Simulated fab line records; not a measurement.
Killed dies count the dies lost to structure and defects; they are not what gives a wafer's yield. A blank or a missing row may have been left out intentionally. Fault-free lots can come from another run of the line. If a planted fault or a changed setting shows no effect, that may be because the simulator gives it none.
Which tool is to blame? + flow n5-finfet + 24 lots with 72 wafers sampled at 4 steps, on a route of 1938 steps

== WHAT EACH GAUGE READ, for each wafer ==
N5_BEOL_M9_RS_MEAS_57: measurement is done with a four-point probe.
| lot  | measured     | on            | M9_RS (ohm/sq)    |
|------|--------------|---------------|-------------------|
| L074 | day 9 21:53  | film-metro-01 | 0.154 0.149 0.152 |
| L077 | day 10 17:52 | film-metro-01 | 0.143 0.149 0.150 |
| L076 | day 10 14:25 | film-metro-01 | 0.149 0.150 0.150 |
| L075 | day 11 04:28 | film-metro-02 | 0.146 0.150 0.145 |
| L078 | day 11 10:29 | film-metro-01 | 0.154 0.151 0.143 |
| L080 | day 12 07:46 | film-metro-01 | 0.152 0.149 0.152 |
| L082 | day 12 12:58 | film-metro-02 | 0.148 0.150 0.147 |
| L079 | day 12 12:42 | film-metro-01 | 0.152 0.152 0.150 |
| L081 | day 12 16:22 | film-metro-02 | 0.153 0.156 0.141 |
| L083 | day 12 17:30 | film-metro-01 | 0.153 0.157 0.156 |
| L085 | day 13 13:08 | film-metro-02 | 0.155 0.144 0.149 |
| L084 | day 13 15:54 | film-metro-02 | 0.149 0.149 0.148 |
| L088 | day 13 20:43 | film-metro-02 | 0.149 0.151 0.154 |
| L087 | day 13 22:18 | film-metro-01 | 0.154 0.156 0.157 |
| L086 | day 14 00:41 | film-metro-01 | 0.147 0.150 0.147 |
| L089 | day 14 00:25 | film-metro-02 | 0.152 0.157 0.153 |
| L090 | day 14 09:28 | film-metro-02 | 0.152 0.152 0.150 |
| L091 | day 14 14:13 | film-metro-02 | 0.155 0.154 0.157 |
| L092 | day 15 00:19 | film-metro-02 | 0.150 0.149 0.151 |
| L093 | day 15 16:28 | film-metro-02 | 0.144 0.158 0.149 |
| L095 | day 16 05:15 | film-metro-02 | 0.152 0.153 0.155 |
| L094 | day 16 07:30 | film-metro-02 | 0.153 0.148 0.154 |
| L096 | day 16 07:54 | film-metro-01 | 0.154 0.153 0.155 |
| L097 | day 17 04:26 | film-metro-01 | 0.156 0.157 0.151 |

N5_BEOL_M10_THK_MEAS_01.
| lot  | measured     | on            | M10_ILD_THK (nm) |
|------|--------------|---------------|------------------|
| L074 | day 10 00:27 | film-metro-02 | 265 262 274      |
| L077 | day 10 18:31 | film-metro-01 | 267 273 272      |
| L076 | day 10 15:40 | film-metro-02 | 264 268 268      |
| L075 | day 11 05:07 | film-metro-01 | 267 270 274      |
| L078 | day 11 11:08 | film-metro-02 | 265 269 271      |
| L080 | day 12 08:55 | film-metro-02 | 266 273 271      |
| L082 | day 12 13:40 | film-metro-02 | 264 270 269      |
| L079 | day 12 13:52 | film-metro-02 | 268 269 272      |
| L081 | day 12 17:02 | film-metro-02 | 264 268 271      |
| L083 | day 12 18:12 | film-metro-01 | 266 273 270      |
| L085 | day 13 13:47 | film-metro-01 | 267 273 277      |
| L084 | day 13 16:44 | film-metro-02 | 259 266 268      |
| L088 | day 13 22:05 | film-metro-01 | 258 257 264      |
| L087 | day 13 23:20 | film-metro-02 | 269 265 271      |
| L086 | day 14 01:33 | film-metro-02 | 265 264 271      |
| L089 | day 14 01:04 | film-metro-02 | 265 272 269      |
| L090 | day 14 10:07 | film-metro-01 | 266 271 270      |
| L091 | day 14 14:53 | film-metro-02 | 263 271 266      |
| L092 | day 15 00:58 | film-metro-02 | 262 266 265      |
| L093 | day 15 17:08 | film-metro-02 | 268 264 271      |
| L095 | day 16 06:11 | film-metro-01 | 270 269 276      |
| L094 | day 16 08:09 | film-metro-02 | 260 266 268      |
| L096 | day 16 08:34 | film-metro-02 | 263 266 267      |
| L097 | day 17 05:06 | film-metro-01 | 264 265 265      |

== WHAT TOOL EACH LOT RAN ON (gives the tool, then ch and the chambers of the sampled wafers, and finally the start) ==
| lot  | N5_BEOL_M7_DEP_56               | N5_BEOL_M8_STRIP_19                |
|------|---------------------------------|------------------------------------|
| L074 | pecvd-04 ch 0,1,2, day 9 06:28  | rie-diel-01 ch 2,3, day 9 08:59    |
| L077 | pecvd-04 ch 0,1,2, day 9 20:54  | rie-diel-01 ch 1,2,3, day 10 01:37 |
| L076 | pecvd-01 ch 0,1, day 9 21:34    | rie-diel-01 ch 0,2, day 10 02:19   |
| L075 | pecvd-01 ch 0,1, day 10 08:12   | rie-diel-02 ch 1,2,3, day 10 11:23 |
| L078 | pecvd-04 ch 0,1,2, day 10 14:51 | rie-diel-02 ch 0,2,3, day 10 19:20 |
| L080 | pecvd-02 ch 1,2, day 11 13:12   | rie-diel-01 ch 1,3, day 11 15:55   |
| L082 | pecvd-02 ch 0,1,2, day 11 14:43 | rie-diel-06 ch 1,2, day 11 18:49   |
| L079 | pecvd-04 ch 1,2, day 11 14:55   | rie-diel-02 ch 1,2,3, day 11 19:07 |
| L081 | pecvd-04 ch 0,1, day 11 20:32   | rie-diel-01 ch 0,2,3, day 12 00:51 |
| L083 | pecvd-04 ch 0,1, day 11 21:21   | rie-diel-06 ch 1,3, day 12 00:59   |
| L085 | pecvd-04 ch 0,1, day 12 18:19   | rie-diel-02 ch 0,1, day 12 20:59   |
| L084 | pecvd-02 ch 0,1, day 12 22:01   | rie-diel-01 ch 1,2, day 13 00:46   |
| L088 | pecvd-04 ch 1,2, day 13 04:29   | rie-diel-02 ch 0,1,3, day 13 07:08 |
| L087 | pecvd-02 ch 0,2, day 13 05:23   | rie-diel-02 ch 1,2,3, day 13 08:18 |
| L086 | pecvd-04 ch 0,1,2, day 13 07:56 | rie-diel-01 ch 1,2,3, day 13 10:49 |
| L089 | pecvd-01 ch 0,2, day 13 08:29   | rie-diel-02 ch 0,2,3, day 13 10:59 |
| L090 | pecvd-04 ch 0,2, day 13 14:08   | rie-diel-02 ch 2,3, day 13 15:53   |
| L091 | pecvd-04 ch 0,1, day 13 21:35   | rie-diel-06 ch 1,3, day 14 00:31   |
| L092 | pecvd-01 ch 0,1,2, day 14 10:47 | rie-diel-02 ch 0,1, day 14 13:23   |
| L093 | pecvd-04 ch 0,1, day 14 14:41   | rie-diel-06 ch 1,3, day 14 17:36   |
| L095 | pecvd-02 ch 0,1, day 15 14:28   | rie-diel-01 ch 2,3, day 15 16:21   |
| L094 | pecvd-01 ch 0,1,2, day 15 14:46 | rie-diel-01 ch 0,3, day 15 18:41   |
| L096 | pecvd-01 ch 0,2, day 15 16:32   | rie-diel-06 ch 1,2,3, day 15 19:17 |
| L097 | pecvd-02 ch 1,2, day 16 12:51   | rie-diel-06 ch 0,1,3, day 16 15:14 |
- N5_BEOL_M7_DEP_56: deposits SiCN from 3MS/NH3, target thk 10 nm, time 17.5 s.
- N5_BEOL_M8_STRIP_19: strips in O2.

== AS READ BY THE TOOLS THEMSELVES (means over the sampled wafers that have a number; for cases with no such wafer, the mark the record gives instead) ==
N5_BEOL_M7_DEP_56.
| lot  | tool     | showerhead-plenum-p-Torr (Torr) | throttle-valve-pct (%) |
|------|----------|---------------------------------|------------------------|
| L074 | pecvd-04 | 3.654                           | 8.7                    |
| L077 | pecvd-04 | 3.657                           | 8.8                    |
| L076 | pecvd-01 | 3.668                           | 9.8                    |
| L075 | pecvd-01 | 3.670                           | 9.5                    |
| L078 | pecvd-04 | 3.653                           | 8.9                    |
| L080 | pecvd-02 | 3.660                           | 8.6                    |
| L082 | pecvd-02 | 3.659                           | 8.6                    |
| L079 | pecvd-04 | 3.652                           | 9.1                    |
| L081 | pecvd-04 | 3.654                           | 9.1                    |
| L083 | pecvd-04 | 3.647                           | 9.2                    |
| L085 | pecvd-04 | 3.644                           | 9.0                    |
| L084 | pecvd-02 | 3.654                           | 8.9                    |
| L088 | pecvd-04 | 3.658                           | 9.3                    |
| L087 | pecvd-02 | 3.662                           | 8.6                    |
| L086 | pecvd-04 | 3.648                           | 9.1                    |
| L089 | pecvd-01 | 3.670                           | 9.0                    |
| L090 | pecvd-04 | 3.649                           | 8.7                    |
| L091 | pecvd-04 | 3.649                           | 9.2                    |
| L092 | pecvd-01 | 3.668                           | 9.3                    |
| L093 | pecvd-04 | 3.649                           | 9.3                    |
| L095 | pecvd-02 | 3.648                           | 8.7                    |
| L094 | pecvd-01 | 3.664                           | 9.2                    |
| L096 | pecvd-01 | 3.668                           | 8.9                    |
| L097 | pecvd-02 | 3.653                           | 8.7                    |

N5_BEOL_M8_STRIP_19.
| lot  | tool        | drypump-motor-current-A (A) | o2-flow-sccm (sccm) | oes-product-au (a.u.) | rf-vpp-V (V) | showerhead-plenum-p-Torr (Torr) | throttle-valve-pct (%) |
|------|-------------|-----------------------------|---------------------|-----------------------|--------------|---------------------------------|------------------------|
| L074 | rie-diel-01 | 5.7                         | 225.3               | 0.78                  | 3.4          | 2.10                            | 16.84                  |
| L077 | rie-diel-01 | 5.7                         | 224.7               | 0.80                  | 3.9          | 2.10                            | 16.76                  |
| L076 | rie-diel-01 | 5.7                         | 224.9               | 0.80                  | 3.9          | 2.12                            | 16.81                  |
| L075 | rie-diel-02 | 5.2                         | 225.2               | 0.72                  | 3.3          | 2.09                            | 17.05                  |
| L078 | rie-diel-02 | 5.5                         | 224.5               | 0.72                  | 3.6          | 2.06                            | 17.00                  |
| L080 | rie-diel-01 | 5.7                         | 225.5               | 0.82                  | 4.1          | 2.10                            | 16.68                  |
| L082 | rie-diel-06 | 5.1                         | 224.6               | 0.76                  | 3.2          | 2.11                            | 16.65                  |
| L079 | rie-diel-02 | 5.2                         | 225.5               | 0.72                  | 3.6          | 2.09                            | 17.08                  |
| L081 | rie-diel-01 | 5.7                         | 225.0               | 0.77                  | 3.0          | 2.09                            | 16.85                  |
| L083 | rie-diel-06 | 5.4                         | 224.8               | 0.85                  | 3.6          | 2.02                            | 16.54                  |
| L085 | rie-diel-02 | 5.5                         | 225.7               | 0.74                  | 2.8          | 2.07                            | 16.75                  |
| L084 | rie-diel-01 | 5.7                         | 224.7               | 0.82                  | 4.1          | 2.11                            | 16.67                  |
| L088 | rie-diel-02 | 5.5                         | 225.3               | 0.72                  | 3.0          | 2.09                            | 16.90                  |
| L087 | rie-diel-02 | 5.2                         | 226.1               | 0.70                  | 4.0          | 2.09                            | 17.10                  |
| L086 | rie-diel-01 | 5.7                         | 225.2               | 0.77                  | 4.0          | 2.09                            | 16.81                  |
| L089 | rie-diel-02 | 5.5                         | 224.9               | 0.70                  | 3.7          | 2.05                            | 17.04                  |
| L090 | rie-diel-02 | 5.2                         | 225.5               | 0.70                  | 3.8          | 2.11                            | 17.23                  |
| L091 | rie-diel-06 | 5.4                         | 225.4               | 0.82                  | 3.0          | 2.01                            | 16.55                  |
| L092 | rie-diel-02 | 5.8                         | 225.4               | 0.73                  | 3.8          | 2.02                            | 16.72                  |
| L093 | rie-diel-06 | 5.4                         | 224.5               | 0.83                  | 3.7          | 2.01                            | 16.57                  |
| L095 | rie-diel-01 | 5.7                         | 225.2               | 0.71                  | 3.8          | 2.07                            | 16.96                  |
| L094 | rie-diel-01 | 5.7                         | 225.2               | 0.75                  | 3.5          | 2.08                            | 16.87                  |
| L096 | rie-diel-06 | 5.4                         | 224.4               | 0.74                  | 3.9          | 2.04                            | 16.72                  |
| L097 | rie-diel-06 | 5.4                         | 225.6               | 0.83                  | 3.7          | 2.05                            | 16.70                  |

== THE ANSWER, worked out from the rows above alone ==
Rule: what is usual is taken from the lots themselves. The widest of any qualifying gaps counts: lots, ordered by their means at a reading, are off when they make up no more than a third of the lots, leave a main group of 4 or more, and stand apart from it by 3 or more times the standard deviation of that group's means. The tables above print the reading to a certain number of digits; a main group whose means all agree to those digits is not used. Also off: a lot with no number at a reading for which 4 or more lots have one. All remaining lots with rows at the step are treated as sound. After the gauges, taken in route order, come the tools' own readings; for these a lot's mean is taken, as printed above. The first step at which some lot is off is used, and at that step the reading that is off furthest; a lot without a number counts as furthest.
Across all readings shown, no lot is off: no conclusion can be drawn from this.

== WHAT WAS PUT IN BY THE SIMULATOR ==
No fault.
